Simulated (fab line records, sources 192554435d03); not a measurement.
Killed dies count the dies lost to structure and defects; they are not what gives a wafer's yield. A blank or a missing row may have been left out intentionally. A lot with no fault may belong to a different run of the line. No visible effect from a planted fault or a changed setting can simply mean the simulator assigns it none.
fab line records + flow n5_finfet
record:
- lots: 4
- wafers: 12
- last_day: 17
route steps=1938 shown BEOL_M4@1099 BEOL_M5@1112 BEOL_M8@1398 PASSIVATION@1936
lots that met no fault: from a run of the same line without faults
start_h: hours from the record's opening day to when the first of the lot's shown wafers began + wait_h: hours since the lot's step before + " the same as in the row above + L1.1+2: a row that stands for several wafers + - either no value or no given start + * or withheld: withheld + < > ~ a bound
route shown NAME@n: a module of which the file shows steps, and the number in the route of the first + usual: mean and standard deviation over wafers with no fault + same: alike in all rows + chamber/n: place in a boat + sites: readings site by site + _std_site: how widely they spread, as a standard deviation + _edge_site: mean of outer sites minus mean of inner sites + radius_mm: for every site, how far away it sits from the centre of the wafer + mask NAME#n: copy n + behind: the last tool/chamber to shape the wafer + hold: why the lot was held/for how many hours/how that ended + device: the n, p or np transistor that did not switch + end of line: the route-end tests of the same wafers + a step with no rows: only its recipe + killed: at the first sort, the dies lost to defects and structure; wafer yield is something else + map: shows each die of a wafer: x if killed, . if not, _ if none is there
set.NAME: the setting the step ran with; set.NAME@STEP: the setting that earlier step ran with + model.NAME: the simulator's own value behind a step, which no gauge read
certain route steps with their lots: each step a table, each wafer a row
services: from which hour (start_h, from the record's first day; less than 0 if before it) a tool's chamber was out of use, for how many hours, and why
== steps ==
step: N5_BEOL_M4_ANNEAL_95
recipe:
- temp_c: 400
- time_s: 240
- ambient: vacuum
step: N5_BEOL_M4_SPUTTER_96
recipe:
- material: Cu
- target_thk_a: 45
- temp_c: -20
- chamber_pressure_pa: 0.07
- power_w: withheld
- time_s: 8.29
step: N5_BEOL_M4_ECD_50
recipe:
- material: Cu
- target_thk_a: 3000
step: N5_BEOL_M4_ANNEAL_51
recipe:
- temp_c: 225
- time_s: 90
- ambient: N2
step: N5_BEOL_M4_CMP_52
recipe:
- stop_on: SiOC
- t_overpolish_s: 6.8
- down_force_psi: 1
- platen_rpm: 50
- clearing_platen_down_force_psi: 1.5
- clearing_platen_rpm: 50
- post_cmp_clean: cu_alkaline
- target_thk_nm: 40
- clearing_platen_pad_velocity_m_s: 0.99484
- pad_velocity_m_s: 0.99484
step: N5_BEOL_M4_PRE_CLEAN_60
recipe:
- gas: NH3/H2
- time_s: 15
- temp_c: *
- rf_power_w: 300
step: N5_BEOL_M4_CO_CAP_55
recipe:
- material: Co
- target_thk_a: 20
- temp_c: 200
- precursor: CCTBA/H2
- pressure_torr: 30
- time_s: 102.1
step: N5_BEOL_M4_PRE_CLEAN_56
recipe:
- gas: NH3
- time_s: 15
- temp_c: withheld
- rf_power_w: 300
step: N5_BEOL_M4_DEP_57
recipe:
- material: SiCN
- target_thk_a: 80
- temp_c: withheld
- precursor: 3MS/NH3
- pressure_torr: 3
- rf_w: 202
- time_s: 14
step: N5_BEOL_M4_RC_MEAS_101
usual:
- DIBL_N: 37.2/1.8
- DIBL_P: 37.5/2.5
- IOFF_N: 0.17/0.038
- IOFF_P: 0.24/0.046
- ION_N: 681/13
- ION_P: 469/8.5
- SS_N: 71.7/0.6
- SS_P: 73.6/0.69
- VT_N: 249/3.4
- VT_P: -248/3.6
| lot.wafer | tool      | chamber | start_h | wait_h | DIBL_N[mV/V] | DIBL_P[mV/V] | IOFF_N[nA/um] | IOFF_P[nA/um] | ION_N[uA/um] | ION_P[uA/um] | SS_N[mV/dec] | SS_P[mV/dec] | VT_N[mV] | VT_P[mV] |
|-----------|-----------|---------|---------|--------|--------------|--------------|---------------|---------------|--------------|--------------|--------------|--------------|----------|----------|
| L611.4    | prober-01 | 0       | 207.64  | 0.5    | 37.6         | 34.8         | 0.15          | 0.19          | 679          | 463          | 71.4         | 73.5         | 251      | -252     |
| L611.5    | "         | 0       | "       | "      | 38.0         | 36.3         | 0.17          | 0.21          | 686          | 466          | 71.4         | 73.5         | 245      | -249     |
| L611.6    | "         | 0       | "       | "      | 37.1         | 34.4         | 0.14          | 0.18          | 678          | 462          | 71.6         | 73.3         | 252      | -252     |
| L610.3    | prober-01 | 0       | 208.97  | 0.3    | 37.0         | 36.8         | 0.17          | 0.23          | 684          | 465          | 71.8         | 73.5         | 246      | -248     |
| L610.5    | "         | 0       | "       | "      | 36.8         | 36.4         | 0.16          | 0.22          | 678          | 471          | 71.9         | 73.9         | 246      | -248     |
| L610.6    | "         | 0       | "       | "      | 35.7         | 34.8         | 0.14          | 0.20          | 674          | 464          | 71.6         | 73.5         | 251      | -250     |
| L625.4    | prober-02 | 0       | 291.95  | 0.5    | 34.3         | 35.6         | 0.15          | 0.21          | 675          | 470          | 70.9         | 73.1         | 247      | -247     |
| L625.5    | "         | 0       | "       | "      | 38.4         | 40.6         | 0.22          | 0.29          | 693          | 477          | 73.0         | 74.5         | 245      | -245     |
| L625.6    | "         | 0       | "       | "      | 36.8         | 38.6         | 0.19          | 0.25          | 695          | 476          | 71.5         | 73.6         | 243      | -244     |
| L626.1    | prober-01 | 0       | 295.26  | 0.0    | 32.8         | 32.0         | 0.11          | 0.16          | 665          | 466          | 70.5         | 72.1         | 256      | -252     |
| L626.5    | "         | 0       | "       | "      | 37.1         | 37.5         | 0.18          | 0.24          | 685          | 470          | 71.8         | 73.7         | 249      | -249     |
| L626.6    | "         | 0       | "       | "      | 36.1         | 36.4         | 0.16          | 0.22          | 682          | 470          | 71.8         | 72.9         | 252      | -245     |
step: N5_BEOL_M5_ILD_DEP_00
recipe:
- material: SiCOH_lowk
- target_thk_a: 1406.4
- temp_c: 300
- precursor: DEMS/porogen
- pressure_torr: 5
- rf_w: 500
- time_s: 25.9
step: N5_BEOL_M5_CURE_79
recipe:
- temp_c: 385
- time_s: 240
- ambient: He/Ar
- material: SiCOH_lowk
step: N5_BEOL_M5_PECVD_70
recipe:
- material: SiO2
- target_thk_a: 160
- temp_c: 400
- precursor: TEOS/O2
- pressure_torr: 5.5
- rf_w: 450
- teos_flow_sccm: 53.8
- gas: O2
- flow_sccm: 3000
- time_s: 18
step: N5_BEOL_M5_HM_DEP_02
recipe:
- material: TiN
- target_thk_a: 200
- temp_c: 25
- chamber_pressure_pa: 0.49996
step: N5_BEOL_M5_COAT_59
recipe:
- resist: SOC
- temp_c: 250
- time_s: 60
- spin_rpm: 1500
- resist_thk_nm: 60
step: N5_BEOL_M5_COAT_60
recipe:
- resist: SiARC
- temp_c: 220
- time_s: 60
- spin_rpm: 1500
- resist_thk_nm: 12
step: N5_BEOL_M5_COAT_71
recipe:
- resist: underlayer
- temp_c: 205
- time_s: 60
- spin_rpm: 1500
- resist_thk_nm: 5
step: N5_BEOL_M5_COAT_05
recipe:
- resist: CAR-EUV
- spin_rpm: 1500
- resist_thk_nm: 30
step: N5_BEOL_M5_EBR_07
recipe:
- solvent: PGMEA
- ebr_width_mm: 1.5
step: N5_BEOL_M5_SOFTBAKE_06
recipe:
- temp_c: 110
- time_s: 60
- resist: CAR-EUV
step: N5_BEOL_M5_EXPOSE_08
recipe:
- mask_id: M5
- na: 0.33
- source_shape: annular
- sigma_inner: 0.4
- sigma_outer: 0.8
- polarization: unpolarized
- target_cd_nm: 28
- dose_mj: 35.75
step: N5_BEOL_M5_PEB_09
recipe:
- peb_temp_c: 100
- peb_time_s: 60
- resist: CAR-EUV
step: N5_BEOL_M5_DEVELOP_10
recipe:
- develop_time_s: 30
- developer: TMAH
- resist: CAR-EUV
- rinse_liquid: surfactant_rinse
- dry: air_spin
- dev_temp_c: 23
step: N5_BEOL_M5_DESCUM_16
recipe:
- chemistry: O2
- time_s: 7
- source_power_w: 50
- bias_power_w: 20
- pressure_mtorr: 20
- rf_frequency_hz: 2.712e+07
- temp_c: 40
- resist: CAR-EUV
- o2_flow_sccm: 225
step: N5_BEOL_M5_ETCH_72
recipe:
- chemistry: N2/H2
- target: underlayer
- target_depth_a: 65
- mask_material: CAR-EUV
- time_s: 5.2
- ion_energy_ev: 200
- pressure_mtorr: 30
- source_w: 840
- bias_w: 150
- n2_flow_sccm: 200
- h2_flow_sccm: 200
- ends: cleared
step: N5_BEOL_M5_ETCH_61
recipe:
- chemistry: CF4
- target: SiARC
- target_depth_a: 156
- mask_material: CAR-EUV
- time_s: 26
- ion_energy_ev: 80
- pressure_mtorr: 40
- source_w: 545
- bias_w: 36
- Ar_flow_sccm: 100
- cf4_flow_sccm: 100
- ends: cleared
step: N5_BEOL_M5_ETCH_62
recipe:
- chemistry: N2/H2
- target: SOC
- target_depth_a: 750
- overetch_a: 150
- mask_material: SiARC
- temp_c: 40
- time_s: 112.5
- ion_energy_ev: 200
- pressure_mtorr: 30
- source_w: 840
- bias_w: 150
- n2_flow_sccm: 200
- h2_flow_sccm: 200
step: N5_BEOL_M5_STRIP_63
recipe:
- chemistry: N2/H2
- temp_c: 40
- n2_flow_sccm: 200
- h2_flow_sccm: 200
- rf_frequency_hz: 6e+07
step: N5_BEOL_M5_STRIP_73
recipe:
- chemistry: N2/H2
- temp_c: 40
- n2_flow_sccm: 200
- h2_flow_sccm: 200
- rf_frequency_hz: 6e+07
step: N5_BEOL_M5_STRIP_64
recipe:
- chemistry: CF4
- resist: SiARC
- power_w: 300
- bias_power_w: 75
- pressure_mtorr: 50
- cf4_flow_sccm: 150
- rf_frequency_hz: 6e+07
step: N5_BEOL_M5_HM_OPEN_17
recipe:
- chemistry: Cl2/BCl3
- target_depth_a: 200
- overetch_a: 60
- target: TiN
- mask_material: SOC
- ion_energy_ev: 150
- pressure_mtorr: 10
- icp_w: 1000
- bias_w: 126
- Cl2_flow_sccm: 53.25
- bcl3_flow_sccm: 21.75
- Ar_flow_sccm: 25
step: N5_BEOL_M5_STRIP_19
recipe:
- chemistry: O2
- power_w: 400
- temp_c: 40
- pressure_mtorr: 30
- rf_frequency_hz: 6e+07
- bias_power_w: 0
- overash_fraction: 0.2
- o2_flow_sccm: 225
step: N5_BEOL_M5_COAT_65
recipe:
- resist: SOC
- temp_c: 250
- time_s: 60
- spin_rpm: 1500
- resist_thk_nm: 60
step: N5_BEOL_M5_COAT_66
recipe:
- resist: SiARC
- temp_c: 220
- time_s: 60
- spin_rpm: 1500
- resist_thk_nm: 12
step: N5_BEOL_M8_DEP_56
recipe:
- material: SiCN
- target_thk_a: 100
- temp_c: withheld
- precursor: 3MS/NH3
- pressure_torr: 3
- rf_w: 202
- time_s: 17.5
usual:
- chamber_pressure_Torr: 3.000/0.006
- rf_fwd_power_W: 199.5/0.95
- showerhead_plenum_p_Torr: 3.667/0.012
- throttle_valve_pct: 9.0/0.55
- time_s: 17.5/0
| lot.wafer | tool     | chamber | start_h | wait_h | chamber_pressure_Torr | rf_fwd_power_W | showerhead_plenum_p_Torr | throttle_valve_pct | time_s |
|-----------|----------|---------|---------|--------|-----------------------|----------------|--------------------------|--------------------|--------|
| L611.4    | pecvd-03 | 0       | 245.93  | 0.0    | -                     | -              | -                        | -                  | -      |
| L611.5    | "        | 2       | "       | "      | -                     | -              | -                        | -                  | -      |
| L611.6    | "        | 1       | "       | "      | -                     | -              | -                        | -                  | -      |
| L610.3    | pecvd-02 | 1       | 249.82  | 0.0    | -                     | -              | -                        | -                  | -      |
| L610.5    | "        | 1       | "       | "      | -                     | -              | -                        | -                  | -      |
| L610.6    | "        | 2       | "       | "      | -                     | -              | -                        | -                  | -      |
| L625.4    | pecvd-02 | 1       | 333.20  | 0.0    | 2.997                 | 199.8          | 3.664                    | 8.6                | 17.5   |
| L625.5    | "        | 0       | "       | "      | 2.995                 | 199.3          | 3.642                    | 9.1                | 17.5   |
| L625.6    | "        | 1       | "       | "      | 2.997                 | 199.8          | 3.673                    | 8.6                | 17.5   |
| L626.1    | pecvd-02 | 0       | 336.88  | 0.0    | 3.010                 | 199.7          | 3.651                    | 9.2                | 17.5   |
| L626.5    | "        | 0       | "       | "      | 3.008                 | 201.1          | 3.658                    | 9.2                | 17.5   |
| L626.6    | "        | 1       | "       | "      | 3.004                 | 198.7          | 3.680                    | 8.5                | 17.5   |
step: N5_PASSIVATION_PROBE_49
usual:
- defect_limited_yield: 91.2/1.4
- killed_at_M0_to_M3: 32/10
- killed_at_M4_up: 14/6.2
- killed_at_contacts: 12/6.3
- killed_at_front_end: 42/13
- killed_at_other: 4/3.4
- killed_dies: 104/17
- killed_on_rim: 14/3.8
- killed_open: 67/12
- killed_short: 34/8.1
- sort_bin_5_function: 5.2/0.93
- sort_bin_6_memory: 3.2/0.65
- sort_n_pass: 1075/16
- sort_yield_pct: 91.1/1.4
same:
- gross_dies: 1180
- killed_at_back_side: 0
- sort_bin_4_leakage[%]: 0
- sort_bin_8_speed[%]: 0
| lot.wafer | tool      | chamber | start_h | wait_h | defect_limited_yield[%] | killed_at_M0_to_M3 | killed_at_M4_up | killed_at_contacts | killed_at_front_end | killed_at_other | killed_dies | killed_on_rim | killed_open | killed_short | sort_bin_5_function[%] | sort_bin_6_memory[%] | sort_n_pass | sort_yield_pct[%] |
|-----------|-----------|---------|---------|--------|-------------------------|--------------------|-----------------|--------------------|---------------------|-----------------|-------------|---------------|-------------|--------------|------------------------|----------------------|-------------|-------------------|
| L611.4    | prober-01 | -       | 306.08  | 0.2    | 0                       | 21                 | 1123            | 5                  | 31                  | 0               | 1180        | 152           | 49          | 24           | 97.0                   | 2.9                  | 0           | 0                 |
| L611.5    | prober-01 | -       | 306.13  | 0.2    | 0                       | 29                 | 1099            | 10                 | 40                  | 2               | 1180        | 152           | 60          | 29           | 96.9                   | 2.8                  | 0           | 0                 |
| L611.6    | prober-01 | -       | 306.18  | 0.3    | 0                       | 25                 | 1109            | 11                 | 33                  | 2               | 1180        | 152           | 52          | 23           | 97.3                   | 2.4                  | 0           | 0                 |
| L610.3    | prober-02 | -       | 313.18  | 0.1    | 0                       | 30                 | 1100            | 9                  | 37                  | 4               | 1180        | 152           | 58          | 31           | 97.1                   | 2.3                  | 0           | 0                 |
| L610.5    | prober-02 | -       | 313.28  | 0.2    | 0                       | 52                 | 1091            | 5                  | 30                  | 2               | 1180        | 152           | 60          | 37           | 96.2                   | 3.6                  | 0           | 0                 |
| L610.6    | prober-02 | -       | 313.33  | 0.3    | 0                       | 40                 | 1093            | 9                  | 34                  | 4               | 1180        | 152           | 62          | 39           | 96.6                   | 3.0                  | 0           | 0                 |
| L625.4    | prober-02 | -       | 400.56  | 0.2    | 89.9                    | 31                 | 22              | 10                 | 49                  | 7               | 119         | 15            | 70          | 49           | 5.8                    | 3.6                  | 1061        | 89.9              |
| L625.5    | prober-02 | -       | 400.61  | 0.2    | 89.5                    | 34                 | 18              | 8                  | 60                  | 4               | 124         | 16            | 72          | 51           | 6.4                    | 3.8                  | 1056        | 89.5              |
| L625.6    | prober-02 | -       | 400.66  | 0.3    | 91.9                    | 38                 | 18              | 8                  | 28                  | 4               | 96          | 10            | 65          | 31           | 4.4                    | 3.6                  | 1084        | 91.9              |
| L626.1    | prober-01 | -       | 404.22  | 0.0    | 91.6                    | 27                 | 7               | 13                 | 48                  | 4               | 99          | 15            | 61          | 32           | 4.7                    | 3.1                  | 1081        | 91.6              |
| L626.5    | prober-01 | -       | 404.42  | 0.2    | 91.9                    | 29                 | 12              | 4                  | 32                  | 18              | 95          | 11            | 55          | 38           | 4.3                    | 3.2                  | 1085        | 91.9              |
| L626.6    | prober-01 | -       | 404.47  | 0.3    | 91.9                    | 33                 | 6               | 7                  | 44                  | 6               | 96          | 13            | 56          | 35           | 5.3                    | 2.5                  | 1084        | 91.9              |
killed by level:class
L611.4 BEOL_M8:area_dep=1106 BEOL_M2:geometric_particle:open=12 FIN_SAQP:geometric_particle:open=8 FIN_SAQP:geometric_particle:short=5 GATE_CUT:geometric_particle:short=5 BEOL_M4:geometric_particle:open=5 BEOL_M5:geometric_particle:open=4 STI_FIN_REVEAL:geometric_particle:open=3
L611.5 BEOL_M8:area_dep=1088 FIN_SAQP:geometric_particle:open=17 MOL_CONTACT_COAG:geometric_particle:open=8 BEOL_M1:geometric_particle:open=7 GATE_CUT:geometric_particle:short=6 BEOL_M3:geometric_particle:open=6 BEOL_M2:geometric_particle:short=5 FIN_SAQP:geometric_particle:short=4
L611.6 BEOL_M8:area_dep=1102 FIN_SAQP:geometric_particle:open=10 MOL_CONTACT_COAG:geometric_particle:open=10 BEOL_M2:geometric_particle:open=6 BEOL_M2:geometric_particle:short=5 BEOL_M0_SAQP:geometric_particle:open=4 BEOL_M0_SAQP:geometric_particle:short=4 BEOL_M1:geometric_particle:open=4
L610.3 BEOL_M8:area_dep=1090 BEOL_M3:geometric_particle:open=9 FIN_SAQP:geometric_particle:open=7 MOL_CONTACT_COAG:geometric_particle:open=7 GATE_CUT:geometric_particle:short=6 BEOL_M1:geometric_particle:open=5 BEOL_M2:geometric_particle:open=4 GATE_CUT:geometric_particle:open=4
L610.5 BEOL_M8:area_dep=1082 BEOL_M0_SAQP:geometric_particle:short=15 BEOL_M0_SAQP:geometric_particle:open=14 BEOL_M3:geometric_particle:open=11 BEOL_M1:geometric_particle:open=7 GATE_CUT:geometric_particle:short=5 FIN_SAQP:geometric_particle:open=4 FIN_SAQP:geometric_particle:short=4
L610.6 BEOL_M8:area_dep=1078 FIN_SAQP:geometric_particle:open=10 BEOL_M0_SAQP:geometric_particle:open=8 GATE_CUT:geometric_particle:short=7 BEOL_M3:geometric_particle:open=7 BEOL_M2:geometric_particle:open=6 MOL_CONTACT_COAG:geometric_particle:open=5 BEOL_M0_SAQP:geometric_particle:short=5
L625.4 STI_FIN_REVEAL:geometric_particle:open=15 BEOL_M2:geometric_particle:open=14 FIN_SAQP:geometric_particle:open=10 BEOL_M4:geometric_particle:open=8 FIN_SAQP:geometric_particle:short=7 BEOL_M0_SAQP:geometric_particle:short=7 MOL_CONTACT_COAG:geometric_particle:open=6 STI_FIN_REVEAL:geometric_particle:short=4
L625.5 FIN_SAQP:geometric_particle:open=22 FIN_SAQP:geometric_particle:short=14 BEOL_M0_SAQP:geometric_particle:short=8 BEOL_M2:geometric_particle:open=7 BEOL_M3:geometric_particle:open=7 BEOL_M4:geometric_particle:open=7 BEOL_M0_SAQP:geometric_particle:open=6 STI_FIN_REVEAL:geometric_particle:open=5
L625.6 BEOL_M2:geometric_particle:open=17 BEOL_M0_SAQP:geometric_particle:open=7 STI_FIN_REVEAL:geometric_particle:open=6 BEOL_M4:geometric_particle:open=6 MOL_CONTACT_COAG:geometric_particle:open=5 FIN_SAQP:geometric_particle:short=4 BEOL_M2:geometric_particle:short=4 FIN_SAQP:geometric_particle:open=3
L626.1 MOL_CONTACT_COAG:geometric_particle:open=10 STI_FIN_REVEAL:geometric_particle:open=10 DUMMY_GATE:geometric_particle:open=8 BEOL_M2:geometric_particle:open=8 BEOL_M3:geometric_particle:open=7 STARTING-WAFER:geometric_particle:short=6 HKMG_FIN:area_etch=6 MOL_CONTACT_COAG:geometric_particle:short=3
L626.5 PAD_METAL:geometric_particle:short=10 STI_FIN_REVEAL:geometric_particle:open=7 BEOL_M1:geometric_particle:open=6 BEOL_M0_SAQP:geometric_particle:short=5 BEOL_M3:geometric_particle:open=5 PASS1_CAP:geometric_particle:short=5 DUMMY_GATE:geometric_particle:open=4 ILD0:geometric_particle:open=4
L626.6 FIN_SAQP:geometric_particle:short=12 BEOL_M3:geometric_particle:open=8 BEOL_M2:geometric_particle:open=7 DUMMY_GATE:geometric_particle:open=6 STARTING-WAFER:geometric_particle:open=6 STI_FIN_REVEAL:geometric_particle:open=4 MOL_CONTACT_COAG:geometric_particle:open=4 BEOL_M0_SAQP:geometric_particle:short=4
map L610.3 (x killed, . not)
_________________xxxxxxxxxxxx________________
______________xxxxxxxxxxxxxxxxxx_____________
___________xxxxxxxxxxxxxxxxxxxxxxxx__________
__________xxxxxxxxxxxxxxxxxxxxxxxxxx_________
________xxxxxxxxxxxxxxxxxxxxxxxxxxxxxx_______
_______xxxxxxxxxxxxxxxxxxxxxxxxxxxxxxxx______
______xxxxxxxxxxxxxxxxxxxxxxxxxxxxxxxxxx_____
_____xxxxxxxxxxxxxxxxxxxxxxxxxxxxxxxxxxxx____
____xxxxxxxxxxxxxxxxxxxxxxxxxxxxxxxxxxxxxx___
___xxxxxxxxxxxxxxxxxxxxxxxxxxxxxxxxxxxxxxxx__
___xxxxxxxxxxxxxxxxxxxxxxxxxxxxxxxxxxxxxxxx__
__xxxxxxxxxxxxxxxxxxxxxxxxxxxxxxxxxxxxxxxxxx_
__xxxxxxxxxxxxxxxxxxxxxxxxxxxxxxxxxxxxxxxxxx_
_xxxxxxxxxxxxxxxxxxxxxxxxxxxxxxxxxxxxxxxxxxxx
_xxxxxxxxxxxxxxxxxxxxxxxxxxxxxxxxxxxxxxxxxxxx
_xxxxxxxxxxxxxxxxxxxxxxxxxxxxxxxxxxxxxxxxxxxx
_xxxxxxxxxxxxxxxxxxxxxxxxxxxxxxxxxxxxxxxxxxxx
_xxxxxxxxxxxxxxxxxxxxxxxxxxxxxxxxxxxxxxxxxxxx
_xxxxxxxxxxxxxxxxxxxxxxxxxxxxxxxxxxxxxxxxxxxx
_xxxxxxxxxxxxxxxxxxxxxxxxxxxxxxxxxxxxxxxxxxxx
_xxxxxxxxxxxxxxxxxxxxxxxxxxxxxxxxxxxxxxxxxxxx
__xxxxxxxxxxxxxxxxxxxxxxxxxxxxxxxxxxxxxxxxxx_
__xxxxxxxxxxxxxxxxxxxxxxxxxxxxxxxxxxxxxxxxxx_
___xxxxxxxxxxxxxxxxxxxxxxxxxxxxxxxxxxxxxxxx__
___xxxxxxxxxxxxxxxxxxxxxxxxxxxxxxxxxxxxxxxx__
____xxxxxxxxxxxxxxxxxxxxxxxxxxxxxxxxxxxxxx___
_____xxxxxxxxxxxxxxxxxxxxxxxxxxxxxxxxxxxx____
______xxxxxxxxxxxxxxxxxxxxxxxxxxxxxxxxxx_____
_______xxxxxxxxxxxxxxxxxxxxxxxxxxxxxxxx______
________xxxxxxxxxxxxxxxxxxxxxxxxxxxxxx_______
__________xxxxxxxxxxxxxxxxxxxxxxxxxx_________
___________xxxxxxxxxxxxxxxxxxxxxxxx__________
______________xxxxxxxxxxxxxxxxxx_____________
_________________xxxxxxxxxxxx________________
map L611.4 (x killed, . not)
_________________xxxxxxxxxxxx________________
______________xxxxxxxxxxxxxxxxxx_____________
___________xxxxxxxxxxxxxxxxxxxxxxxx__________
__________xxxxxxxxxxxxxxxxxxxxxxxxxx_________
________xxxxxxxxxxxxxxxxxxxxxxxxxxxxxx_______
_______xxxxxxxxxxxxxxxxxxxxxxxxxxxxxxxx______
______xxxxxxxxxxxxxxxxxxxxxxxxxxxxxxxxxx_____
_____xxxxxxxxxxxxxxxxxxxxxxxxxxxxxxxxxxxx____
____xxxxxxxxxxxxxxxxxxxxxxxxxxxxxxxxxxxxxx___
___xxxxxxxxxxxxxxxxxxxxxxxxxxxxxxxxxxxxxxxx__
___xxxxxxxxxxxxxxxxxxxxxxxxxxxxxxxxxxxxxxxx__
__xxxxxxxxxxxxxxxxxxxxxxxxxxxxxxxxxxxxxxxxxx_
__xxxxxxxxxxxxxxxxxxxxxxxxxxxxxxxxxxxxxxxxxx_
_xxxxxxxxxxxxxxxxxxxxxxxxxxxxxxxxxxxxxxxxxxxx
_xxxxxxxxxxxxxxxxxxxxxxxxxxxxxxxxxxxxxxxxxxxx
_xxxxxxxxxxxxxxxxxxxxxxxxxxxxxxxxxxxxxxxxxxxx
_xxxxxxxxxxxxxxxxxxxxxxxxxxxxxxxxxxxxxxxxxxxx
_xxxxxxxxxxxxxxxxxxxxxxxxxxxxxxxxxxxxxxxxxxxx
_xxxxxxxxxxxxxxxxxxxxxxxxxxxxxxxxxxxxxxxxxxxx
_xxxxxxxxxxxxxxxxxxxxxxxxxxxxxxxxxxxxxxxxxxxx
_xxxxxxxxxxxxxxxxxxxxxxxxxxxxxxxxxxxxxxxxxxxx
__xxxxxxxxxxxxxxxxxxxxxxxxxxxxxxxxxxxxxxxxxx_
__xxxxxxxxxxxxxxxxxxxxxxxxxxxxxxxxxxxxxxxxxx_
___xxxxxxxxxxxxxxxxxxxxxxxxxxxxxxxxxxxxxxxx__
___xxxxxxxxxxxxxxxxxxxxxxxxxxxxxxxxxxxxxxxx__
____xxxxxxxxxxxxxxxxxxxxxxxxxxxxxxxxxxxxxx___
_____xxxxxxxxxxxxxxxxxxxxxxxxxxxxxxxxxxxx____
______xxxxxxxxxxxxxxxxxxxxxxxxxxxxxxxxxx_____
_______xxxxxxxxxxxxxxxxxxxxxxxxxxxxxxxx______
________xxxxxxxxxxxxxxxxxxxxxxxxxxxxxx_______
__________xxxxxxxxxxxxxxxxxxxxxxxxxx_________
___________xxxxxxxxxxxxxxxxxxxxxxxx__________
______________xxxxxxxxxxxxxxxxxx_____________
_________________xxxxxxxxxxxx________________
== services ==
| tool     | chamber | start_h | hours | kind           |
|----------|---------|---------|-------|----------------|
| pecvd-02 | 1       | 298.11  | 5.0   | scheduled_down |
| pecvd-03 | -       | 304.90  | 6.0   | pm             |
| pecvd-03 | 2       | 311.78  | 4.6   | repair         |
| pecvd-02 | 2       | 331.36  | 12.1  | repair         |
== key ==
first_sign:
- step: N5_BEOL_M8_DEP_56
- reading: tool_record
- direction: missing
effect:
- step: N5_PASSIVATION_PROBE_49
- reading: killed_at_M4_up
- direction: up
- sigmas: 99+
- usual: 14
- struck: 1102
more_kills_born_at:
- N5_BEOL_M8_DEP_56@pecvd-03: 3296
- N5_BEOL_M8_DEP_56@pecvd-02: 3250
met_at N5_BEOL_M8_DEP_56
struck_wafers L610.3,L610.5,L610.6,L611.4,L611.5,L611.6
later_rows_left_out L610.3,L610.5,L610.6,L611.4,L611.5,L611.6
fault:
- kind: skipped_step_whole
- tool: pecvd-02,pecvd-03
- chamber: -
- onset_h: 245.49
- steps: N5_BEOL_M8_DEP_56
- scope: struck_lots_only
later_rows_left_out: the simulator's readings of these wafers behind a module that went badly wrong aren't trusted and aren't shown, but for the sort
